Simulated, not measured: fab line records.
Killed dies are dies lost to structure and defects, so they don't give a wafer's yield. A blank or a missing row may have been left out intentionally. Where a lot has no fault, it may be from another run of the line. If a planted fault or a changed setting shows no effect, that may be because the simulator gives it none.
A lot that was struck, set against a sound lot	flow n5Finfet	20 out of 1938 route steps
Sound: wafers L726.1, L726.3, L726.6. Struck: wafer L739.4 (left out: L739.2, L739.5 of the same lot, which were not struck); the cause appears at the end.
Each step with rows lists, per side, the tool, then ch with its chambers, then its first start. Under that, the readings that differ: sound wafers	struck wafers	difference of the means	sigmas: that difference in standard deviations of wafers without a fault.
alike: readings with means less than 2 such deviations apart, plus words and numbers identical on both sides. not compared: withheld readings, readings lacking a value on some wafer, bounds such as >300 that could conceal the same value, and numbers that have no deviation in the record and whose values overlap.
Wherever a step has rows on one side only, a row that says differs or no value, or a row with sigmas, the two part there. Numbers that don't overlap but have no deviation are shown without sigmas and don't part them. Lack of a reading on every wafer of one side parts them only where that side has two or more wafers.

first, 1 step without rows for these wafers: N5_HKMG_FIN_COAT_66 (time 60 s, resist thk 300 nm).
N5_HKMG_FIN_ETCH_67: etches SOC in N2/H2, stops on TiN, target depth 388.9 nm.
  sound on rieDiel-04 ch 0,1,3, day 4 11:36; struck on rieDiel-06 ch 2, day 7 20:52
  alike: drypumpMotorCurrentA, oesProductAu, rfVppV, showerheadPlenumPTorr, throttleValvePct
  not compared: rfHoursCounterH
N5_HKMG_FIN_STRIP_90: strips SOC in N2/H2, time 20 s.
  sound on rieDiel-04 ch 0,1,3, day 4 11:40; struck on rieDiel-06 ch 2, day 7 20:56
  alike: drypumpMotorCurrentA, oesProductAu, rfVppV, showerheadPlenumPTorr, throttleValvePct
  not compared: rfHoursCounterH
then, 1 step without rows for these wafers: N5_HKMG_FIN_WET_ETCH_73 (etches the open film in SC1, time 42.3 s, target depth 1.3 nm, rinse time 30 s).
N5_HKMG_FIN_ETCHBACK_68: etches the open film in Cl2/Ar, stops on HfO2, target depth 0.5 nm.
  sound on rieMetal-02 ch 1, day 4 11:49; struck on rieMetal-01 ch 0, day 7 21:05
  alike: drypumpMotorCurrentA, oesProductAu, throttleValvePct
  not compared: rfHoursCounterH
then, 2 steps without rows for these wafers: N5_HKMG_FIN_STRIP_69 (strips in N2/H2, time 360 s); N5_HKMG_FIN_ALD_21 (deposits TiN, target thk 1.5 nm, pulse time 1 s, purge time 3 s).
N5_HKMG_FIN_ALD_72: deposits W, target thk 2 nm, pulse time 1 s, purge time 2 s.
  sound on cvdW-02 ch 0,1, day 4 12:43; struck on cvdW-01 ch 1, day 7 21:59
  alike: heaterPowerW, precursorPulseHeightRel
then, 4 steps without rows for these wafers: N5_HKMG_FIN_W_FILL_22 (material W, target thk 60 nm, time 18.2 s); N5_HKMG_FIN_PRECLEAN_83 (cleans in DIW, time 57.5 s); N5_HKMG_FIN_SRD_84 (dry time 32 s); N5_HKMG_FIN_CMP_23 (polishes, stops on SiNx, t overpolish 10 s, target thk 46.326 nm).
N5_HKMG_FIN_CMP_94: polishes, stops on SiNx, t overpolish 4.7 s, target thk 43.299 nm.
  sound on cmp-04 ch 2,3, day 4 13:22; struck on cmp-03 ch 1, day 7 22:40
  alike: motorCurrentA, slurryFilterDpKPa, slurryFlowMlMin
  not compared: model.SiNx_of_SDB_ALD_29.thkNm
N5_HKMG_FIN_INSPECT_28: inspects for defects (darkfield).
  struck on defectInspect-01, day 7 22:52; sound on defectInspect-01, day 4 13:35
  alike: rawDefectCount
then, 2 steps without rows for these wafers: N5_GATE_CUT_ETCHBACK_00 (etches W in SF6/Cl2); N5_GATE_CUT_ETCH_56 (etches TiN in Cl2/Ar, target depth 21.6 nm).
N5_GATE_CUT_ETCHBACK_30: etches TiN in Cl2/Ar, target depth 3 nm.
  sound on rieMetal-02 ch 0,1, day 4 13:50; struck on rieMetal-02 ch 0, day 7 23:07
reading	sound	struck	difference	sigmas
oesProductAu (a.u.)	0.70 0.60 0.60	0.97	+0.34	+3
throttleValvePct (%)	21.19 21.05 21.06	20.62	-0.48	-2
  alike: drypumpMotorCurrentA
  not compared: rfHoursCounterH, model.SiNx_of_SDB_ALD_29.thkNm
N5_GATE_CUT_VAPOR_ETCH_60: etches HfO2 in BCl3/Cl2.
  sound on rieMetal-02 ch 0,1, day 4 13:52; struck on rieMetal-02 ch 0, day 7 23:08
reading	sound	struck	difference	sigmas
oesProductAu (a.u.)	0.71 0.59 0.59	0.97	+0.34	+3
  alike: drypumpMotorCurrentA
-- here the record skips 5 days between the struck wafers' starts before and after, leaving off in module GATE_CUT and picking up in module BEOL_M4 (first step shown: number 1111 of the route) --
N5_BEOL_M4_RC_MEAS_101:
  sound on prober-02 ch 0, day 9 01:44; struck on prober-02 ch 0, day 13 10:04
reading	sound	struck	difference	sigmas
ION_P (uA/um)	449 448 451	470	+21	+3
  alike: DIBL_N, DIBL_P, IOFF_N, IOFF_P, ION_N, SS_N, SS_P, VT_N, VT_P
next, for these wafers, 1 step has no rows: N5_PASSIVATION_PROBE_49.

WHERE THEY PART
Earliest at N5_GATE_CUT_ETCHBACK_30; latest, in this record, at N5_BEOL_M4_RC_MEAS_101.

WHY: the cause the simulator had injected
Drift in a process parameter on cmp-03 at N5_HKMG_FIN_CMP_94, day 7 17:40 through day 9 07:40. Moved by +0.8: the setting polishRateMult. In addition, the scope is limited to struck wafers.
